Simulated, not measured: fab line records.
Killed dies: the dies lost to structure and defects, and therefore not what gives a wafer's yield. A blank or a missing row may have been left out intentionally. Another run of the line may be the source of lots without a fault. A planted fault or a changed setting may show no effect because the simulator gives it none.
A single fault, viewed from 3 desks + flow n5_finfet + numbers are kept per desk, each desk with only its own; the story behind them comes last

THE DEFECT DESK
Inspection counts along the route, by lot: the mean over sampled wafers that carry a number. If a lot's mean is further than 4 standard deviations from the usual mean, the lot is out of limits and carries the mark OUT (the distance appears in the brackets).
Columns: A = raw_defect_count at N5_BEOL_M1_INSPECT_59, usual 75; B = raw_defect_count at N5_BEOL_M2_INSPECT_13, usual 414
| lot  | first seen here | A             | B              |
|------|-----------------|---------------|----------------|
| L643 | day 6 22:59     | 115           | 581            |
| L644 | day 6 23:31     | 62            | 380            |
| L646 | day 7 08:40     | 63            | 435            |
| L649 | day 8 05:46     | 54            | 286            |
| L653 | day 8 15:26     | 56            | 379            |
| L652 | day 8 15:29     | 72            | 392            |
| L655 | day 9 17:10     | 73            | 326            |
| L657 | day 10 01:50    | 76            | 441            |
| L658 | day 10 10:24    | 601 (+20) OUT | 974 (+6.1) OUT |
| L666 | day 12 07:45    | 77            | 460            |
Finding of this desk: L658 out of limits; the first was L658 at day 10 10:24, on raw_defect_count at N5_BEOL_M1_INSPECT_59. L643, L644, L646, L649, L653, L652, L655, L657, L666: within limits.

METROLOGY DESK
What the gauges read for every lot (on any tool): the sampled wafers with a number, averaged. If a lot's mean is further than 4 standard deviations from the usual mean, the lot is out of limits and carries the mark OUT (the distance appears in the brackets). Readings shown: 7 of its 10, picked as those furthest out on some lot.
Columns: A = DIBL_N at N5_BEOL_M4_RC_MEAS_101, usual 37.2 mV/V; B = IOFF_N at N5_BEOL_M4_RC_MEAS_101, usual 0.18 nA/um; C = IOFF_P at N5_BEOL_M4_RC_MEAS_101, usual 0.22 nA/um; D = ION_P at N5_BEOL_M4_RC_MEAS_101, usual 462 uA/um; E = SS_N at N5_BEOL_M4_RC_MEAS_101, usual 71.8 mV/dec; F = SS_P at N5_BEOL_M4_RC_MEAS_101, usual 73.5 mV/dec; G = VT_P at N5_BEOL_M4_RC_MEAS_101, usual -250 mV
| lot  | first seen here | A    | B    | C    | D   | E    | F    | G    |
|------|-----------------|------|------|------|-----|------|------|------|
| L643 | day 8 10:58     | 37.2 | 0.17 | 0.20 | 455 | 72.2 | 72.9 | -252 |
| L644 | day 8 11:19     | 36.0 | 0.16 | 0.17 | 452 | 71.4 | 73.0 | -253 |
| L646 | day 9 01:17     | 37.8 | 0.19 | 0.25 | 464 | 72.2 | 73.2 | -247 |
| L649 | day 9 20:22     | 35.9 | 0.16 | 0.22 | 473 | 71.0 | 73.2 | -247 |
| L653 | day 10 08:14    | 38.4 | 0.19 | 0.22 | 460 | 71.7 | 73.5 | -250 |
| L652 | day 10 08:16    | 36.4 | 0.14 | 0.20 | 468 | 71.0 | 72.6 | -250 |
| L655 | day 11 11:19    | 37.3 | 0.17 | 0.19 | 452 | 72.2 | 73.6 | -254 |
| L658 | day 11 19:28    | 37.2 | 0.16 | 0.21 | 462 | 71.7 | 73.5 | -250 |
| L657 | day 12 00:20    | 38.8 | 0.19 | 0.23 | 466 | 71.5 | 73.4 | -249 |
| L666 | day 13 22:26    | 35.3 | 0.15 | 0.19 | 457 | 72.1 | 73.3 | -253 |
Result from this desk: across the 10 lots, nothing is out of limits.

THE TOOL OWNER'S DESK: cvd_co-02
The tool's own readings at N5_BEOL_M1_PRE_CLEAN_60 (time 15 s): means of the sampled wafers that have a number, for each lot that ran on this tool. If a lot's mean is further than 4 standard deviations from the usual mean, the lot is out of limits and carries the mark OUT (the distance appears in the brackets).
Columns: A = heater_power_w at N5_BEOL_M1_PRE_CLEAN_60, usual 92 W
| lot  | first seen here | A   |
|------|-----------------|-----|
| L643 | day 6 22:44     | 104 |
| L652 | day 8 15:06     | 115 |
| L658 | day 10 10:07    | 103 |
Result from this desk: across the 3 lots, nothing is out of limits.

PUT TOGETHER
The defect desk could have raised an alarm at day 10 10:24, on L658.
From the metrology desk's view, nothing was out of limits.
The desk of the tool owner found nothing out of limits.
The metrology desk has L658 on record, within its limits.
The tool owner's desk has L658 on record, within its limits.
All the named lots went through N5_BEOL_M1_PRE_CLEAN_60 on cvd_co-02.

WHAT WAS PUT IN BY THE SIMULATOR
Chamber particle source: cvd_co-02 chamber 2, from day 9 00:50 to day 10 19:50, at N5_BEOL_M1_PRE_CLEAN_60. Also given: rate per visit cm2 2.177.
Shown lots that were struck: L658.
Hours from the fault's start to each desk's first reading out of limits: the defect desk, 34.
